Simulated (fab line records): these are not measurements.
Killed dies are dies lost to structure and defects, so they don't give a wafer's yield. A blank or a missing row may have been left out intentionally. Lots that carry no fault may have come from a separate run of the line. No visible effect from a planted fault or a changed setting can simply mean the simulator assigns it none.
fab line records	flow n5-finfet
record: lots: 24	wafers: 72	last-day: 18
route steps=1938 shown BEOL_M4@1057 BEOL_M5@1127
lots with no fault: from the same line, run without faults
start-h: the number of hours between the record's first day and the start of the first shown wafer of the lot	wait-h: how many hours have passed since the lot's step before this one	" the same as in the row above	L1.1+2: a row that stands for several wafers	- no value, or no start was given	* or withheld: withheld	< > ~ a bound
route shown NAME@n: names a module that has steps shown in the file, with the first one's number in the route	usual: mean and standard deviation over wafers with no fault	same: alike in all rows	chamber/n: place in a boat	sites: readings site by site	_std_site: standard deviation across them	_edge_site: inner sites' mean taken away from outer sites' mean	radius-mm: for every site, how far away it sits from the centre of the wafer	mask NAME#n: copy n	behind: tool/chamber where the wafer was last shaped	hold: cause of the lot's hold/its duration in hours/its outcome	device: names the non-switching transistor (n, p or np)	end of line: the same wafers' tests at the end of the route	where a step has no rows: the recipe by itself	killed: the dies lost at the first sort to structure and to defects; this is not the yield of the wafer	map: the dies of a wafer, with x for killed, . for not killed, _ for no die there
set.NAME: the run value of the setting; set.NAME@STEP: its run value at that earlier step	model.NAME: the simulator's own value behind a step, which no gauge read
steps of the route over a sample of lots; a table a step, a row a wafer
services: a tool's chamber out of use, with start hour (start-h, from the record's first day; less than 0 if before it), hours out, and reason
== steps ==
step: N5_BEOL_M4_OVL_MEAS_29
recipe: points-per-wafer: 522
usual: V3_OVL: -0.4/0.79
lot.wafer	tool	chamber	start-h	wait-h	V3_OVL[nm]
L074.1	overlay-01	0	157.94	0.0	-1.7
L074.2	"	0	"	"	-1.4
L074.3	"	0	"	"	-1.1
L077.3	overlay-01	0	174.71	0.0	-0.7
L077.4	"	0	"	"	1.0
L077.6	"	0	"	"	0.0
L076.3	overlay-02	0	179.04	0.0	0.6
L076.4	"	0	"	"	0.1
L076.6	"	0	"	"	0.6
L075.3	overlay-02	0	186.47	0.0	-0.6
L075.4	"	0	"	"	-0.3
L075.6	"	0	"	"	0.2
L078.2	overlay-01	0	188.23	0.0	0.5
L078.4	"	0	"	"	0.4
L078.5	"	0	"	"	-0.5
L080.1	overlay-01	0	190.45	0.0	-1.7
L080.4	"	0	"	"	-1.6
L080.6	"	0	"	"	-1.5
L079.3	overlay-02	0	191.83	0.0	-0.7
L079.4	"	0	"	"	-1.6
L079.6	"	0	"	"	-0.8
L081.1	overlay-02	0	192.04	0.0	-0.5
L081.2	"	0	"	"	0.0
L081.5	"	0	"	"	-0.8
L082.1	overlay-01	0	204.79	0.0	-0.8
L082.4	"	0	"	"	1.6
L082.5	"	0	"	"	0.1
L083.1	overlay-02	0	215.97	0.0	0.0
L083.2	"	0	"	"	-0.2
L083.5	"	0	"	"	-0.4
L085.2	overlay-02	0	225.94	0.0	-0.6
L085.4	"	0	"	"	-0.9
L085.6	"	0	"	"	-0.6
L086.1	overlay-01	0	235.45	0.0	-0.8
L086.2	"	0	"	"	-0.4
L086.4	"	0	"	"	0.4
L084.1	overlay-01	0	236.97	0.0	1.1
L084.5	"	0	"	"	0.9
L084.6	"	0	"	"	-0.4
L087.1	overlay-01	0	239.45	0.0	-1.2
L087.2	"	0	"	"	0.1
L087.6	"	0	"	"	-0.2
L088.2	overlay-02	0	242.30	0.0	0.5
L088.5	"	0	"	"	-0.1
L088.6	"	0	"	"	0.9
L090.2	overlay-01	0	244.14	0.0	-0.7
L090.3	"	0	"	"	-1.1
L090.4	"	0	"	"	-0.3
L089.3	overlay-02	0	247.65	0.0	-0.3
L089.4	"	0	"	"	0.0
L089.5	"	0	"	"	-1.0
L091.1	overlay-01	0	258.30	0.0	-1.8
L091.3	"	0	"	"	-0.5
L091.4	"	0	"	"	-1.7
L092.2	overlay-02	0	268.77	0.0	-0.9
L092.5	"	0	"	"	1.3
L092.6	"	0	"	"	-0.5
L093.1	overlay-01	0	279.36	0.0	-0.2
L093.2	"	0	"	"	0.1
L093.3	"	0	"	"	-1.6
L094.4	overlay-02	0	282.27	0.0	0.1
L094.5	"	0	"	"	-0.6
L094.6	"	0	"	"	0.0
L095.2	overlay-01	0	283.89	0.0	-1.4
L095.4	"	0	"	"	-0.2
L095.5	"	0	"	"	-0.1
L096.1	overlay-02	0	289.85	0.0	-1.5
L096.2	"	0	"	"	-1.0
L096.4	"	0	"	"	-0.6
L097.4	overlay-02	0	304.75	0.1	-0.3
L097.5	"	0	"	"	0.5
L097.6	"	0	"	"	0.0
step: N5_BEOL_M4_VIA_ETCH_34
recipe: chemistry: C4F6/O2	target-depth-a: 694	mask-material: SOC	pressure-mtorr: 15	ion-energy-ev: 250	taper-deg: 4	time-s: 65.9	source-w: 350	bias-w: 170	Ar_flow_sccm: 300	C4F6_flow_sccm: 10	O2_flow_sccm: 10
usual: drypump-motor-current-A: 5.5/0.39	oes-product-au: 0.76/0.081	rf-vpp-V: 666/9.3	showerhead-plenum-p-Torr: 2.84/0.11	throttle-valve-pct: 30.69/0.25
lot.wafer	tool	chamber	start-h	wait-h	drypump-motor-current-A	oes-product-au	rf-hours-counter-h	rf-vpp-V	showerhead-plenum-p-Torr	throttle-valve-pct
L074.1	rie-diel-05	3	164.27	0.0	5.7	0.90	12	671	3.02	30.67
L074.2	"	0	"	"	5.0	0.80	76	662	2.85	30.08
L074.3	"	2	"	"	5.9	0.71	192	670	2.94	30.53
L077.3	rie-diel-04	1	176.76	0.0	5.3	0.70	216	658	2.94	30.96
L077.4	"	2	"	"	4.8	0.88	41	675	2.78	30.61
L077.6	"	0	"	"	5.9	0.69	-	658	2.71	31.00
L076.3	rie-diel-04	3	180.60	0.0	5.6	0.70	194	682	2.70	30.50
L076.4	"	2	"	"	4.8	0.87	42	676	2.78	30.61
L076.6	"	2	"	"	4.8	0.88	-	674	2.78	30.61
L075.3	rie-diel-02	1	186.97	0.0	5.0	0.87	34	655	2.91	30.62
L075.4	"	3	"	"	5.4	0.90	38	664	2.88	30.60
L075.6	"	1	"	"	5.0	0.87	-	653	2.91	30.62
L078.2	rie-diel-05	3	190.51	0.0	5.7	0.89	20	673	3.01	30.68
L078.4	"	0	"	"	5.0	0.80	84	665	2.85	30.09
L078.5	"	0	"	"	4.9	0.79	-	664	2.85	30.09
L080.1	rie-diel-04	2	192.44	0.0	4.8	0.87	46	675	2.77	30.61
L080.4	"	1	"	"	5.3	0.70	220	659	2.94	30.96
L080.6	"	1	"	"	5.3	0.70	-	660	2.94	30.98
L079.3	rie-diel-05	3	192.51	0.0	5.7	0.89	20	673	3.01	30.68
L079.4	"	2	"	"	5.9	0.72	200	671	2.93	30.58
L079.6	"	3	"	"	5.7	0.89	-	672	3.01	30.69
L081.1	rie-diel-02	0	196.12	0.0	5.7	0.70	204	673	2.72	30.84
L081.2	"	2	"	"	5.9	0.70	203	651	2.93	30.69
L081.5	"	2	"	"	5.9	0.70	-	649	2.93	30.69
L082.1	rie-diel-05	1	207.78	0.0	5.5	0.72	201	675	2.73	31.06
L082.4	"	2	"	"	5.9	0.70	205	669	2.93	30.58
L082.5	"	2	"	"	5.9	0.70	-	670	2.93	30.57
L083.1	rie-diel-02	1	217.71	0.0	4.9	0.85	45	655	2.90	30.62
L083.2	"	0	"	"	5.7	0.70	212	673	2.72	30.84
L083.5	"	2	"	"	5.9	0.70	-	649	2.93	30.68
L085.2	rie-diel-04	3	227.58	0.0	5.6	0.69	205	682	2.69	30.51
L085.4	"	1	"	"	5.3	0.69	227	660	2.94	30.98
L085.6	"	1	"	"	5.3	0.69	-	658	2.94	30.97
L086.1	rie-diel-04	2	236.74	0.0	4.8	0.85	57	674	2.77	30.63
L086.2	"	1	"	"	5.3	0.70	231	658	2.93	30.99
L086.4	"	3	"	"	5.6	0.69	209	681	2.69	30.51
L084.1	rie-diel-02	3	244.26	0.0	5.4	0.86	61	663	2.87	30.62
L084.5	"	2	"	"	5.9	0.69	-	651	2.93	30.71
L084.6	"	3	"	"	5.4	0.85	-	662	2.87	30.60
L087.1	rie-diel-05	1	244.99	0.0	5.6	0.72	211	674	2.72	31.09
L087.2	"	3	"	"	5.7	0.85	37	670	3.00	30.71
L087.6	"	0	"	"	5.0	0.79	-	662	2.84	30.09
L088.2	rie-diel-02	1	245.03	0.0	4.9	0.83	58	654	2.89	30.65
L088.5	"	0	"	"	5.7	0.68	-	671	2.71	30.86
L088.6	"	1	"	"	4.9	0.83	-	655	2.89	30.65
L090.2	rie-diel-02	0	248.38	0.0	5.7	0.68	226	673	2.71	30.87
L090.3	"	3	"	"	5.4	0.85	63	662	2.87	30.61
L090.4	"	2	"	"	5.9	0.69	225	651	2.92	30.72
L089.3	rie-diel-02	0	251.83	0.0	5.6	0.69	227	672	2.71	30.87
L089.4	"	3	"	"	5.4	0.86	63	660	2.87	30.60
L089.5	"	2	"	"	5.9	0.70	-	651	2.92	30.70
L091.1	rie-diel-05	1	266.35	0.0	5.5	0.71	218	675	2.72	31.07
L091.3	"	0	"	"	5.0	0.76	102	664	2.84	30.09
L091.4	"	2	"	"	5.9	0.69	227	671	2.92	30.60
L092.2	rie-diel-04	0	274.40	0.0	5.9	0.68	225	659	2.70	31.01
L092.5	"	3	"	"	5.6	0.68	-	681	2.68	30.54
L092.6	"	2	"	"	4.8	0.84	-	673	2.76	30.65
L093.1	rie-diel-05	1	281.78	0.0	5.5	0.71	222	675	2.72	31.10
L093.2	"	0	"	"	4.9	0.76	107	661	2.84	30.10
L093.3	"	2	"	"	5.9	0.69	232	669	2.92	30.62
L094.4	rie-diel-05	1	284.95	0.0	5.5	0.71	-	674	2.72	31.09
L094.5	"	0	"	"	5.0	0.77	-	661	2.84	30.10
L094.6	"	3	"	"	5.7	0.83	-	671	3.00	30.73
L095.2	rie-diel-04	1	288.18	0.0	5.3	0.67	249	661	2.93	31.01
L095.4	"	3	"	"	5.6	0.67	231	681	2.68	30.55
L095.5	"	3	"	"	5.6	0.68	-	680	2.68	30.55
L096.1	rie-diel-04	2	290.87	0.0	4.8	0.83	79	674	2.76	30.65
L096.2	"	3	"	"	5.6	0.67	232	682	2.68	30.55
L096.4	"	3	"	"	5.6	0.67	-	681	2.68	30.55
L097.4	rie-diel-04	0	307.57	0.0	5.9	0.66	239	659	2.69	31.05
L097.5	"	1	"	"	5.3	0.97	-	660	2.92	30.95
L097.6	"	2	"	"	4.8	0.82	-	675	2.76	30.65
step: N5_BEOL_M4_STRIP_97
recipe: chemistry: N2/H2	time-s: 10	power-w: 450	temp-c: 40	pressure-mtorr: 20	rf-frequency-hz: 6e+07	bias-power-w: 7	n2-flow-sccm: 200	h2-flow-sccm: 200
usual: drypump-motor-current-A: 5.5/0.39	h2-flow-sccm: 200.1/0.53	oes-product-au: 0.77/0.084	rf-vpp-V: 59.1/0.91	showerhead-plenum-p-Torr: 2.53/0.1	throttle-valve-pct: 23.58/0.26
lot.wafer	tool	chamber	start-h	wait-h	drypump-motor-current-A	h2-flow-sccm	oes-product-au	rf-hours-counter-h	rf-vpp-V	showerhead-plenum-p-Torr	throttle-valve-pct
L074.1	rie-diel-05	3	-	-	5.7	199.8	0.93	12	58.8	2.71	23.53
L074.2	"	0	"	"	5.0	199.2	0.82	76	59.5	2.57	23.16
L074.3	"	2	"	"	5.9	200.1	0.72	192	60.5	2.64	23.67
L077.3	rie-diel-04	1	-	-	5.3	199.3	0.71	216	59.4	2.60	23.69
L077.4	"	2	"	"	4.8	199.9	0.89	41	59.9	2.47	23.29
L077.6	"	0	"	"	5.9	201.7	0.70	-	59.3	2.42	23.87
L076.3	rie-diel-04	3	-	-	5.6	199.8	0.70	194	56.9	2.42	23.54
L076.4	"	2	"	"	4.8	200.1	0.88	42	59.8	2.47	23.28
L076.6	"	2	"	"	4.8	200.1	0.88	-	58.6	2.47	23.29
L075.3	rie-diel-02	1	-	-	5.0	200.4	0.88	34	59.0	2.58	23.26
L075.4	"	3	"	"	5.4	200.0	0.90	38	58.7	2.57	23.33
L075.6	"	1	"	"	5.0	200.1	0.88	-	59.0	2.58	23.27
L078.2	rie-diel-05	3	-	-	5.8	199.7	0.91	20	59.0	2.71	23.53
L078.4	"	0	"	"	5.0	200.3	0.80	85	59.3	2.57	23.16
L078.5	"	0	"	"	5.0	200.3	0.80	-	58.3	2.57	23.17
L080.1	rie-diel-04	2	-	-	4.8	200.1	0.88	46	59.9	2.47	23.30
L080.4	"	1	"	"	5.3	200.6	0.70	220	59.0	2.60	23.69
L080.6	"	1	"	"	5.3	201.2	0.71	-	59.3	2.60	23.69
L079.3	rie-diel-05	3	-	-	5.7	200.8	0.90	21	61.0	2.71	23.54
L079.4	"	2	"	"	5.9	200.5	0.71	200	61.0	2.63	23.68
L079.6	"	3	"	"	5.7	201.2	0.91	-	59.1	2.71	23.54
L081.1	rie-diel-02	0	-	-	5.6	200.2	0.71	204	58.3	2.43	24.10
L081.2	"	2	"	"	5.9	199.3	0.72	203	59.5	2.64	23.68
L081.5	"	2	"	"	5.9	200.1	0.71	-	57.8	2.64	23.68
L082.1	rie-diel-05	1	-	-	5.5	200.2	0.73	201	58.0	2.42	23.88
L082.4	"	2	"	"	5.9	199.8	0.70	205	58.4	2.63	23.68
L082.5	"	2	"	"	5.9	199.9	0.70	-	57.5	2.63	23.69
L083.1	rie-diel-02	1	-	-	5.0	199.9	0.85	45	57.7	2.58	23.27
L083.2	"	0	"	"	5.7	199.7	0.70	212	57.3	2.43	24.11
L083.5	"	2	"	"	5.9	200.4	0.70	-	58.4	2.63	23.67
L085.2	rie-diel-04	3	-	-	5.7	199.9	0.69	205	58.0	2.41	23.54
L085.4	"	1	"	"	5.3	200.8	0.70	227	59.0	2.60	23.71
L085.6	"	1	"	"	5.3	201.0	0.70	-	57.9	2.60	23.70
L086.1	rie-diel-04	2	-	-	4.8	200.2	0.86	57	58.7	2.46	23.30
L086.2	"	1	"	"	5.3	199.9	0.70	231	59.7	2.59	23.69
L086.4	"	3	"	"	5.6	199.5	0.69	210	58.9	2.41	23.57
L084.1	rie-diel-02	3	-	-	5.4	200.4	0.88	61	59.9	2.56	23.39
L084.5	"	2	"	"	5.9	200.5	0.69	-	59.0	2.63	23.69
L084.6	"	3	"	"	5.4	199.5	0.86	-	60.3	2.56	23.38
L087.1	rie-diel-05	1	-	-	5.5	200.2	0.72	211	58.4	2.41	23.90
L087.2	"	3	"	"	5.7	200.2	0.86	37	60.3	2.70	23.56
L087.6	"	0	"	"	5.0	199.7	0.78	-	57.8	2.56	23.18
L088.2	rie-diel-02	1	-	-	5.0	200.1	0.84	58	59.0	2.57	23.29
L088.5	"	0	"	"	5.7	200.2	0.70	-	58.3	2.42	24.13
L088.6	"	1	"	"	5.0	199.2	0.84	-	59.8	2.57	23.29
L090.2	rie-diel-02	0	-	-	5.6	199.2	0.68	226	60.2	2.42	24.14
L090.3	"	3	"	"	5.4	200.9	0.87	63	58.2	2.56	23.39
L090.4	"	2	"	"	5.9	199.3	0.68	225	58.1	2.63	23.71
L089.3	rie-diel-02	0	-	-	5.6	199.8	0.69	227	58.3	2.42	24.13
L089.4	"	3	"	"	5.4	199.4	0.86	64	59.2	2.56	23.37
L089.5	"	2	"	"	5.9	200.4	0.69	-	60.0	2.63	23.72
L091.1	rie-diel-05	1	-	-	5.5	199.8	0.72	218	58.5	2.41	23.91
L091.3	"	0	"	"	4.9	201.1	0.76	102	59.0	2.56	23.19
L091.4	"	2	"	"	5.9	199.9	0.69	227	59.2	2.62	23.72
L092.2	rie-diel-04	0	-	-	5.9	200.1	0.68	225	59.3	2.41	23.92
L092.5	"	3	"	"	5.7	199.7	0.68	-	58.8	2.40	23.55
L092.6	"	2	"	"	4.8	200.6	0.84	-	57.3	2.45	23.33
L093.1	rie-diel-05	1	-	-	5.5	200.2	0.71	223	58.3	2.41	23.91
L093.2	"	0	"	"	4.9	199.9	0.77	107	58.8	2.56	23.19
L093.3	"	2	"	"	5.9	199.5	0.68	232	59.7	2.62	23.72
L094.4	rie-diel-05	1	-	-	5.5	200.3	0.71	-	58.6	2.41	23.90
L094.5	"	0	"	"	5.0	199.0	0.77	-	59.2	2.56	23.20
L094.6	"	3	"	"	5.7	199.9	0.83	-	59.3	2.69	23.59
L095.2	rie-diel-04	1	-	-	5.3	200.9	0.69	250	57.7	2.59	23.74
L095.4	"	3	"	"	5.6	199.5	0.67	231	58.5	2.40	23.58
L095.5	"	3	"	"	5.6	199.8	0.67	-	58.1	2.40	23.58
L096.1	rie-diel-04	2	-	-	4.8	199.9	0.83	79	59.2	2.45	23.34
L096.2	"	3	"	"	5.7	199.9	0.67	232	57.7	2.40	23.59
L096.4	"	3	"	"	5.7	200.3	0.68	-	59.1	2.40	23.60
L097.4	rie-diel-04	0	-	-	5.8	200.8	0.66	239	57.8	2.40	23.93
L097.5	"	1	"	"	5.3	199.9	0.99	-	59.8	2.59	23.54
L097.6	"	2	"	"	4.8	200.1	0.82	-	59.5	2.45	23.35
step: N5_BEOL_M4_OCD_MEAS_38
usual: trench-depth-nm: 54.9/0.68
lot.wafer	tool	chamber	start-h	wait-h	trench-depth-nm
L074.1	ocd-02	-	164.53	-	54.6
L074.2	"	-	"	"	55.1
L074.3	"	-	"	"	55.4
L077.3	ocd-02	-	177.01	-	54.9
L077.4	"	-	"	"	56.1
L077.6	"	-	"	"	54.6
L076.3	ocd-01	-	180.86	-	54.6
L076.4	"	-	"	"	55.5
L076.6	"	-	"	"	55.0
L075.3	ocd-02	-	187.23	-	56.4
L075.4	"	-	"	"	56.2
L075.6	"	-	"	"	56.3
L078.2	ocd-02	-	190.77	-	55.0
L078.4	"	-	"	"	56.0
L078.5	"	-	"	"	55.8
L080.1	ocd-02	-	192.69	-	56.8
L080.4	"	-	"	"	55.4
L080.6	"	-	"	"	55.3
L079.3	ocd-02	-	192.76	-	54.4
L079.4	"	-	"	"	54.9
L079.6	"	-	"	"	53.6
L081.1	ocd-02	-	196.38	-	55.3
L081.2	"	-	"	"	55.6
L081.5	"	-	"	"	54.4
L082.1	ocd-01	-	208.03	-	54.6
L082.4	"	-	"	"	54.6
L082.5	"	-	"	"	55.5
L083.1	ocd-01	-	217.97	-	55.4
L083.2	"	-	"	"	54.0
L083.5	"	-	"	"	54.9
L085.2	ocd-01	-	227.84	-	54.1
L085.4	"	-	"	"	54.8
L085.6	"	-	"	"	54.3
L086.1	ocd-02	-	237.00	-	56.1
L086.2	"	-	"	"	54.7
L086.4	"	-	"	"	54.8
L084.1	ocd-02	-	244.51	-	56.0
L084.5	"	-	"	"	54.0
L084.6	"	-	"	"	56.1
L087.1	ocd-02	-	245.24	-	54.4
L087.2	"	-	"	"	53.2
L087.6	"	-	"	"	54.8
L088.2	ocd-01	-	245.28	-	55.5
L088.5	"	-	"	"	54.2
L088.6	"	-	"	"	56.1
L090.2	ocd-01	-	248.64	-	54.1
L090.3	"	-	"	"	55.2
L090.4	"	-	"	"	54.5
L089.3	ocd-02	-	252.09	-	54.4
L089.4	"	-	"	"	55.6
L089.5	"	-	"	"	54.5
L091.1	ocd-02	-	266.60	-	53.9
L091.3	"	-	"	"	55.0
L091.4	"	-	"	"	55.2
L092.2	ocd-02	-	274.65	-	54.6
L092.5	"	-	"	"	55.1
L092.6	"	-	"	"	55.7
L093.1	ocd-01	-	282.03	-	54.4
L093.2	"	-	"	"	55.5
L093.3	"	-	"	"	54.6
L094.4	ocd-02	-	285.18	-	54.3
L094.5	"	-	"	"	54.7
L094.6	"	-	"	"	54.2
L095.2	ocd-01	-	288.43	-	54.9
L095.4	"	-	"	"	54.8
L095.5	"	-	"	"	54.6
L096.1	ocd-02	-	291.13	-	54.4
L096.2	"	-	"	"	54.8
L096.4	"	-	"	"	54.6
L097.4	ocd-01	-	307.83	-	53.3
L097.5	"	-	"	"	55.0
L097.6	"	-	"	"	54.1
step: N5_BEOL_M5_OVL_MEAS_12
recipe: points-per-wafer: 522
usual: M5_OVL: -0.5/0.71
lot.wafer	tool	chamber	start-h	wait-h	M5_OVL[nm]
L074.1	overlay-01	0	173.54	0.0	0.2
L074.2	"	0	"	"	0.2
L074.3	"	0	"	"	-0.4
L077.3	overlay-01	0	184.70	0.0	-1.0
L077.4	"	0	"	"	0.7
L077.6	"	0	"	"	-0.6
L076.3	overlay-01	0	188.66	0.0	-1.1
L076.4	"	0	"	"	-0.3
L076.6	"	0	"	"	0.7
L075.3	overlay-01	0	194.27	0.0	-0.4
L075.4	"	0	"	"	-0.1
L075.6	"	0	"	"	0.4
L078.2	overlay-02	0	197.48	0.0	-0.8
L078.4	"	0	"	"	-1.3
L078.5	"	0	"	"	-0.2
L080.1	overlay-01	0	200.36	0.0	-1.3
L080.4	"	0	"	"	-0.5
L080.6	"	0	"	"	-1.1
L079.3	overlay-02	0	201.01	0.0	-0.3
L079.4	"	0	"	"	-0.5
L079.6	"	0	"	"	0.2
L081.1	overlay-01	0	203.68	0.0	-1.5
L081.2	"	0	"	"	0.6
L081.5	"	0	"	"	-0.5
L082.1	overlay-01	0	214.39	0.0	-0.9
L082.4	"	0	"	"	-0.4
L082.5	"	0	"	"	0.7
L083.1	overlay-02	0	224.47	0.0	-1.2
L083.2	"	0	"	"	-0.9
L083.5	"	0	"	"	0.2
L085.2	overlay-01	0	234.76	0.0	-2.2
L085.4	"	0	"	"	-0.8
L085.6	"	0	"	"	-1.1
L086.1	overlay-01	0	244.93	0.0	-0.8
L086.2	"	0	"	"	-1.1
L086.4	"	0	"	"	-1.4
L084.1	overlay-01	0	252.35	0.0	-0.7
L084.5	"	0	"	"	-0.1
L084.6	"	0	"	"	-1.2
L087.1	overlay-01	0	252.58	0.0	-1.2
L087.2	"	0	"	"	-0.2
L087.6	"	0	"	"	-0.6
L088.2	overlay-02	0	252.75	0.0	0.5
L088.5	"	0	"	"	0.2
L088.6	"	0	"	"	0.3
L090.2	overlay-01	0	256.11	0.0	-1.2
L090.3	"	0	"	"	-0.1
L090.4	"	0	"	"	-1.3
L089.3	overlay-01	0	262.18	0.0	-1.0
L089.4	"	0	"	"	-2.4
L089.5	"	0	"	"	-0.6
L091.1	overlay-01	0	274.11	0.0	1.0
L091.3	"	0	"	"	0.6
L091.4	"	0	"	"	0.2
L092.2	overlay-01	0	282.63	0.0	0.2
L092.5	"	0	"	"	-0.8
L092.6	"	0	"	"	0.1
L093.1	overlay-01	0	288.68	0.0	-1.3
L093.2	"	0	"	"	-1.0
L093.3	"	0	"	"	-0.4
L094.4	overlay-02	0	291.84	0.0	0.1
L094.5	"	0	"	"	0.0
L094.6	"	0	"	"	-1.0
L095.2	overlay-02	0	295.95	0.0	-0.1
L095.4	"	0	"	"	-0.2
L095.5	"	0	"	"	-1.5
L096.1	overlay-02	0	299.24	0.0	0.0
L096.2	"	0	"	"	-0.3
L096.4	"	0	"	"	0.1
L097.4	overlay-01	0	315.15	0.0	-1.9
L097.5	"	0	"	"	-0.9
L097.6	"	0	"	"	-1.1
step: N5_BEOL_M5_ETCH_41
recipe: chemistry: CH3F/O2	target: SiCN	target-depth-a: 315	taper-deg: 2	time-s: 56.7	ion-energy-ev: 120	mask-material: TiN	pressure-mtorr: 30	source-w: 395	bias-w: 75	Ar_flow_sccm: 150	CH3F_flow_sccm: 30	O2_flow_sccm: 20
usual: drypump-motor-current-A: 5.7/0.39	oes-product-au: 0.77/0.083	rf-vpp-V: 297.5/1.8	showerhead-plenum-p-Torr: 2.01/0.079	throttle-valve-pct: 16.23/0.26
lot.wafer	tool	chamber	start-h	wait-h	drypump-motor-current-A	oes-product-au	rf-hours-counter-h	rf-vpp-V	showerhead-plenum-p-Torr	throttle-valve-pct
L074.1	rie-diel-06	3	-	-	5.3	0.86	62	300.5	2.12	16.30
L074.2	"	2	"	"	5.2	0.70	206	295.5	1.99	16.66
L074.3	"	1	"	"	5.9	0.88	41	297.4	2.02	15.76
L077.3	rie-diel-01	1	-	-	5.8	0.72	195	296.6	1.99	16.25
L077.4	"	3	"	"	6.2	0.91	49	297.3	1.95	16.03
L077.6	"	0	"	"	5.2	0.72	-	298.1	2.06	16.31
L076.3	rie-diel-03	3	-	-	5.8	0.69	242	297.6	2.06	16.73
L076.4	"	0	"	"	5.2	0.82	69	299.1	2.13	15.98
L076.6	"	2	"	"	5.2	0.75	-	294.7	1.90	15.92
L075.3	rie-diel-03	3	-	-	5.8	0.69	243	297.2	2.06	16.76
L075.4	"	3	"	"	5.8	0.70	-	298.1	2.06	16.74
L075.6	"	1	"	"	6.0	0.79	-	300.4	2.10	15.86
L078.2	rie-diel-01	0	-	-	5.2	0.72	180	300.1	2.06	16.32
L078.4	"	3	"	"	6.2	0.88	54	297.5	1.95	16.03
L078.5	"	2	"	"	6.1	0.70	-	294.7	1.88	16.39
L080.1	rie-diel-01	0	-	-	5.2	0.71	181	299.7	2.06	16.34
L080.4	"	2	"	"	6.1	0.70	225	295.0	1.88	16.37
L080.6	"	1	"	"	5.8	0.72	-	298.3	1.99	16.25
L079.3	rie-diel-03	3	-	-	5.9	0.68	245	298.9	2.06	16.75
L079.4	"	1	"	"	6.0	0.78	91	299.4	2.10	15.86
L079.6	"	3	"	"	5.9	0.68	-	297.6	2.05	16.75
L081.1	rie-diel-06	3	-	-	5.3	0.83	71	299.8	2.11	16.30
L081.2	"	2	"	"	5.2	0.70	216	296.5	1.99	16.68
L081.5	"	2	"	"	5.2	0.70	-	295.0	1.99	16.69
L082.1	rie-diel-03	1	-	-	6.0	0.78	94	300.6	2.10	15.85
L082.4	"	0	"	"	5.2	0.82	72	300.6	2.13	15.99
L082.5	"	1	"	"	6.0	0.78	-	300.0	2.10	15.87
L083.1	rie-diel-03	0	-	-	5.2	0.83	72	299.5	2.13	15.99
L083.2	"	1	"	"	6.0	0.77	95	299.6	2.10	15.87
L083.5	"	3	"	"	5.9	0.68	-	296.3	2.05	16.76
L085.2	rie-diel-01	2	-	-	6.1	0.69	235	295.5	1.88	16.38
L085.4	"	1	"	"	5.8	0.71	212	297.8	1.99	16.26
L085.6	"	1	"	"	5.8	0.70	-	297.9	1.99	16.28
L086.1	rie-diel-01	3	-	-	6.3	0.87	67	295.9	1.95	16.07
L086.2	"	2	"	"	6.1	0.69	239	295.5	1.87	16.41
L086.4	"	0	"	"	5.2	0.70	194	298.1	2.05	16.37
L088.2	rie-diel-03	2	-	-	5.2	0.73	186	294.2	1.90	15.93
L088.5	"	2	"	"	5.2	0.72	-	296.9	1.89	15.95
L088.6	"	3	"	"	5.9	0.98	-	297.3	2.05	16.28
L084.1	rie-diel-01	0	-	-	5.2	0.70	197	299.1	2.05	16.36
L084.5	"	3	"	"	6.2	0.85	-	297.4	1.94	16.08
L084.6	"	0	"	"	5.2	0.69	-	297.3	2.05	16.37
L087.1	rie-diel-06	3	-	-	5.3	0.81	87	299.5	2.11	16.34
L087.2	"	1	"	"	5.9	0.84	62	298.4	2.02	15.80
L087.6	"	1	"	"	5.9	0.84	-	298.3	2.02	15.79
L090.2	rie-diel-01	2	-	-	6.1	0.68	244	295.2	1.87	16.40
L090.3	"	3	"	"	6.2	0.85	72	295.8	1.94	16.08
L090.4	"	1	"	"	5.8	0.71	220	298.8	1.98	16.29
L089.3	rie-diel-06	2	-	-	5.2	0.68	235	296.7	1.98	16.73
L089.4	"	3	"	"	5.3	0.81	-	299.6	2.11	16.36
L089.5	"	1	"	"	5.8	0.84	-	298.3	2.02	15.78
L091.1	rie-diel-01	2	-	-	6.1	0.68	248	292.3	1.87	16.41
L091.3	"	0	"	"	5.2	0.69	-	297.8	2.05	16.37
L091.4	"	2	"	"	6.1	0.68	-	295.9	1.87	16.41
L092.2	rie-diel-06	2	-	-	5.2	0.69	242	295.9	1.98	16.72
L092.5	"	0	"	"	5.8	0.85	-	296.2	1.92	16.26
L092.6	"	3	"	"	5.3	0.81	-	299.2	2.10	16.36
L093.1	rie-diel-01	1	-	-	5.8	0.70	223	295.4	1.98	16.29
L093.2	"	0	"	"	5.2	0.68	210	298.5	2.05	16.38
L093.3	"	3	"	"	6.2	0.84	79	297.9	1.94	16.08
L094.4	rie-diel-03	2	-	-	5.2	0.72	198	294.1	1.89	15.97
L094.5	"	0	"	"	5.2	0.80	-	300.4	2.12	16.03
L094.6	"	3	"	"	5.9	0.92	-	297.7	2.05	16.33
L095.2	rie-diel-01	1	-	-	5.8	0.70	227	296.6	1.98	16.30
L095.4	"	3	"	"	6.2	0.84	-	295.9	1.94	16.10
L095.5	"	1	"	"	5.8	0.70	-	295.3	1.98	16.30
L096.1	rie-diel-03	1	-	-	6.0	0.75	119	298.8	2.09	15.92
L096.2	"	3	"	"	5.9	0.93	16	297.0	2.05	16.31
L096.4	"	0	"	"	5.2	0.79	97	299.2	2.12	16.05
L097.4	rie-diel-01	2	-	-	6.1	1.00	1	300.4	2.12	15.98
L097.5	"	3	"	"	6.2	0.84	-	295.5	1.94	16.10
L097.6	"	2	"	"	6.0	1.00	-	300.4	2.12	15.96
== services ==
tool	chamber	start-h	hours	kind
rie-diel-04	3	144.48	1.3	repair
rie-diel-04	1	165.57	6.6	repair
rie-diel-02	1	169.13	2.1	repair
rie-diel-06	0	191.26	3.2	repair
rie-diel-03	0	195.40	6.6	repair
rie-diel-06	1	206.40	12.2	repair
rie-diel-04	-	212.45	14.6	pm
rie-diel-05	0	213.96	11.5	repair
rie-diel-06	-	215.37	0.3	repair
rie-diel-03	3	218.34	1.6	repair
rie-diel-03	-	218.39	7.2	repair
rie-diel-06	3	248.87	4.0	repair
rie-diel-05	1	253.43	2.5	repair
rie-diel-01	1	271.31	18.5	repair
rie-diel-02	-	273.16	0.6	repair
rie-diel-05	-	278.82	0.5	repair
rie-diel-05	2	282.21	3.3	repair
rie-diel-01	2	282.41	8.8	repair
rie-diel-04	1	289.29	-	clean
rie-diel-04	1	289.29	-	consumable-replace:focus-ring
rie-diel-04	1	289.29	17.8	scheduled-down
rie-diel-04	1	289.29	17.8	vent-cycle
rie-diel-01	2	291.30	-	clean
rie-diel-02	3	310.74	16.3	repair
== key ==
fault none
